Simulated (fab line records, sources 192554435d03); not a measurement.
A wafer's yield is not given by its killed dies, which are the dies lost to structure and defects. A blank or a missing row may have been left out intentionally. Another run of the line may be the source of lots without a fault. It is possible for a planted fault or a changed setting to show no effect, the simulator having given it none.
Matching of chambers    flow n5Finfet    pecvd-02 running N5_BEOL_M1_PECVD_72: 3 sister chambers
The step deposits SiO2 from TEOS/O2, target thk 16 nm, time 18 s. 3 wafers are shown with their chamber, then 11 later ones without.

WAFERS, EACH WITH ITS CHAMBER
wafer   chamber  showerheadPlenumPTorr (Torr)
L095.2  2        8.80
L095.3  0        8.91
L096.1  1        8.76

WAFERS WHOSE CHAMBER IS MISSING
wafer   showerheadPlenumPTorr (Torr)
L096.2  8.89
L096.3  8.75
L096.4  8.76
L096.5  8.90
L096.6  8.76
L097.1  8.90
L097.2  8.76
L097.3  8.77
L097.4  8.90
L097.5  8.76
L097.6  8.77

CHAMBER TAKEN BY EACH
wafer    from the rows above   in truth
L096.2   0                     0
L096.3   1                     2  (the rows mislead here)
L096.4   1                     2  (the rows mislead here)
L096.5   0                     0
L096.6   1                     1
L097.1   0                     0
L097.2   1                     1
L097.3   1                     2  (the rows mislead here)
L097.4   0                     0
L097.5   1                     1
L097.6   1                     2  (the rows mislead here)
Correct placement for 7 of the 11. Left unplaced by these rows: 0. Placed wrongly: 4.
How it was worked out, from the rows above alone: a wafer's distance from a chamber is the root of the sum, over the readings, of the square of ((its reading less the chamber's mean) divided by the reading's scatter). If the next closest chamber is less than 2 further off than the closest, the wafer can't be placed; otherwise it belongs to the closest. A chamber's mean is the mean of its shown wafers. The scatter: root of mean squared gap, hidden wafer to nearest shown wafer, with one shown wafer a chamber.
